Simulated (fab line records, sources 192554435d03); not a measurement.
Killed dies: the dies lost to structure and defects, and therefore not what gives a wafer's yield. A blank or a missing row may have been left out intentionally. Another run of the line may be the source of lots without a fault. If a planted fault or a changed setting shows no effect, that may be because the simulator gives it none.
Split-lot experiment | flow n5_finfet | 39 wafers read from 7 lots, route of 1938 steps

== ON THE SPLIT ==
At N5_BEOL_M5_ILD_DEP_00 (deposits SiCOH lowk from DEMS/porogen, target thk 140.64 nm, time 25.9 s), the setting target_thk_a was moved away from the recipe's 1406.4 angstrom on 12 of the 39 wafers read, by -20.3% to +48.9%. The other wafers ran this setting at the recipe's value.

== THE PATH FROM SPLIT TO READING: the file shows 1 step between them ==
- N5_BEOL_M5_CURE_79: cures SiCOH lowk, time 240 s

== THE READING ==
M5_ILD_THK at N5_BEOL_M5_THK_MEAS_01, in nm. Typical for fault-free wafers on this fab line: 121.8 nm, with standard deviation 1.6 nm.

wafer  | tool, chamber at the split | target_thk_a as run, angstrom | against the recipe | M5_ILD_THK, nm | against lot-mates on the recipe
L077.1 | pecvd-02, 0                | 1406.4                        | recipe             | 121.4          | -
L077.2 | pecvd-02, 1                | 1406.4                        | recipe             | 120.9          | -
L077.3 | pecvd-02, 2                | 1406.4                        | recipe             | 120.6          | -
L077.4 | pecvd-02, 0                | 1406.4                        | recipe             | 123.4          | -
L077.5 | pecvd-02, 2                | 1406.4                        | recipe             | 122.2          | -
L077.6 | pecvd-02, 1                | 1406.4                        | recipe             | 123.3          | -
L080.1 | pecvd-04, 1                | 1406.4                        | recipe             | 121.9          | -
L080.2 | pecvd-04, 2                | 1406.4                        | recipe             | 119.5          | -
L080.3 | pecvd-04, 2                | 1406.4                        | recipe             | 123.7          | -
L080.4 | pecvd-04, 1                | 1406.4                        | recipe             | 123.8          | -
L080.5 | pecvd-04, 1                | 1406.4                        | recipe             | 124.3          | -
L080.6 | pecvd-04, 2                | 1406.4                        | recipe             | 122.5          | -
L086.1 | pecvd-04, 2                | 2094                          | +48.9%             | 181.0          | +57.5
L086.2 | pecvd-04, 0                | 1406.4                        | recipe             | 121.0          | -
L086.3 | pecvd-04, 1                | 1406.4                        | recipe             | 124.0          | -
L086.4 | pecvd-04, 0                | 2094                          | +48.9%             | 181.9          | +58.4
L086.5 | pecvd-04, 2                | 2094                          | +48.9%             | 183.9          | +60.4
L086.6 | pecvd-04, 1                | 1406.4                        | recipe             | 125.6          | -
L089.1 | pecvd-03, 0                | 1406.4                        | recipe             | 119.9          | -
L089.2 | pecvd-03, 1                | 1863                          | +32.5%             | 161.8          | +39.5
L089.3 | pecvd-03, 2                | 1406.4                        | recipe             | 125.0          | -
L089.4 | pecvd-03, 2                | 1863                          | +32.5%             | 165.4          | +43.1
L089.5 | pecvd-03, 0                | 1863                          | +32.5%             | 162.5          | +40.2
L089.6 | pecvd-03, 1                | 1406.4                        | recipe             | 122.1          | -
L088.1 | pecvd-03, 0                | 1121                          | -20.3%             | 95.1           | -26.9
L088.2 | pecvd-03, 1                | 1121                          | -20.3%             | 96.4           | -25.6
L088.3 | pecvd-03, 2                | 1406.4                        | recipe             | 122.8          | -
L088.4 | pecvd-03, 0                | 1406.4                        | recipe             | 121.3          | -
L088.5 | pecvd-03, 1                | 1406.4                        | recipe             | 121.9          | -
L088.6 | pecvd-03, 2                | 1121                          | -20.3%             | 97.8           | -24.2
L093.1 | pecvd-04, 0                | 1956                          | +39.1%             | 169.1          | +45.9
L093.2 | pecvd-04, 1                | 1956                          | +39.1%             | 167.5          | +44.3
L093.3 | pecvd-04, 2                | 1406.4                        | recipe             | 122.2          | -
L093.4 | pecvd-04, 0                | 1406.4                        | recipe             | 122.5          | -
L093.5 | pecvd-04, 2                | 1406.4                        | recipe             | 125.0          | -
L093.6 | pecvd-04, 1                | 1956                          | +39.1%             | 170.0          | +46.8
L095.1 | pecvd-04, 0                | 1406.4                        | recipe             | 120.2          | -
L095.4 | pecvd-04, 2                | 1406.4                        | recipe             | 122.9          | -
L095.5 | pecvd-04, 1                | 1406.4                        | recipe             | 122.1          | -

FIT RESULTS
A straight line over all 39 wafers: M5_ILD_THK changes by +1.23 nm for each +1% of target_thk_a; r = +1.00; the points scatter about the line by 1.6 nm.
The same after taking each lot's own level away (the mean of its wafers on the recipe; 39 wafers): +1.21 nm for each +1%; r = +1.00; scatter 1.6 nm.
According to that fit, moving target_thk_a by its largest amount changes the reading by 59 nm.
The lots' own levels span 121.73 to 123.53 nm, that is 1.1 times the standard deviation above.
So the lot-to-lot level changes the slope little: the two slopes agree.
Check: with one of the wafers moved furthest among these (+48.9%) left out of the fit, the line predicts +59.3 nm for it against its lot-mates. It came out at +57.5 nm against them.

== FURTHER SPLITS ON THESE WAFERS ==
Before the reading, these wafers also passed through other splits. Each is held against what the fit with the lots' levels taken away leaves over:
other split on the same wafers        | wafers away from the commonest value | r with M5_ILD_THK (lot level and that fit taken away)
N5_DUMMY_GATE_PECVD_30 time_s         | 12                                   | +0.11
N5_HKMG_FIN_HK_ALD_01 ald_cycles      | 18                                   | +0.26
N5_MOL_CONTACT_COAG_ALD_27 ald_cycles | 12                                   | -0.17

== THE WHOLE CHAIN: every reading that the file lists as answering this split, in the file's order ==
step                   | what it does                                                             | reading                                                                                  | change (the file's fit)              | r (the file's)
N5_BEOL_M5_ILD_DEP_00  | deposits SiCOH lowk from DEMS/porogen, target thk 140.64 nm, time 25.9 s | SiCOH_lowk_of_BEOL_M5_ILD_DEP_00.thk_nm (the simulator's own value, which no gauge read) | +1.39 nm for each +1% of the setting | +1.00
N5_BEOL_M5_CURE_79     | cures SiCOH lowk, time 240 s                                             | SiCOH_lowk_of_BEOL_M5_ILD_DEP_00.thk_nm (the simulator's own value, which no gauge read) | +1.21 nm for each +1% of the setting | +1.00
N5_BEOL_M5_THK_MEAS_01 |                                                                          | M5_ILD_THK                                                                               | +1.21 for each +1% of the setting    | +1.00

== THE FILE'S OWN FIT ==
M5_ILD_THK changes by +1.21 nm for each +1% of target_thk_a, r = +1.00.
